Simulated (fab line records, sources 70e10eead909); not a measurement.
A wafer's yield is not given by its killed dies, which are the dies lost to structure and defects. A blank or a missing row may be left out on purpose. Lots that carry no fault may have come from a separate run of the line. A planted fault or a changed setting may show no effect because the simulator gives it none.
Matching of chambers / flow nand_harc / NHARC_A_SLIT_DEP_23 on pecvd-03: 3 sister chambers
The step deposits SiON, target thk 100 nm. 6 wafers are shown with their chamber, then 8 later ones without.

== WAFERS WITH THEIR CHAMBER ==
wafer=L202.4; chamber=1; heater_power_w (W)=633
wafer=L205.4; chamber=1; heater_power_w (W)=656
wafer=L208.4; chamber=0; heater_power_w (W)=1005
wafer=L209.1; chamber=0; heater_power_w (W)=997
wafer=L209.3; chamber=2; heater_power_w (W)=641
wafer=L209.6; chamber=2; heater_power_w (W)=688

== WAFERS MISSING THEIR CHAMBER ==
wafer=L212.4; heater_power_w (W)=644
wafer=L212.6; heater_power_w (W)=959
wafer=L214.1; heater_power_w (W)=629
wafer=L214.3; heater_power_w (W)=638
wafer=L214.5; heater_power_w (W)=1012
wafer=L223.1; heater_power_w (W)=670
wafer=L223.3; heater_power_w (W)=980
wafer=L223.6; heater_power_w (W)=979

== WHICH CHAMBER EACH ONE RAN IN ==
wafer=L212.4; from the rows above=can't be placed: 1 or 2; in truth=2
wafer=L212.6; from the rows above=0; in truth=0
wafer=L214.1; from the rows above=can't be placed: 1 or 2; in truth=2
wafer=L214.3; from the rows above=can't be placed: 1 or 2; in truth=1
wafer=L214.5; from the rows above=0; in truth=0
wafer=L223.1; from the rows above=can't be placed: 2 or 1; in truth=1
wafer=L223.3; from the rows above=0; in truth=0
wafer=L223.6; from the rows above=0; in truth=0
Correct placement for 4 of the 8. Can't be placed from these rows: 4 (the true chamber is among the candidates in 4). 0 placed wrongly.
How it was worked out, from the rows above alone: a wafer's distance from a chamber is the root of the sum, over the readings, of the square of ((its reading less the chamber's mean) divided by the reading's scatter). The wafer belongs to the nearest chamber; if the next one is less than 2 further off, it can't be placed. For every chamber, the mean is computed from those of its wafers that are shown. The scatter: take each reading less its chamber's mean, square it, sum over the shown wafers, divide by the number of wafers less the number of chambers, and take the root.
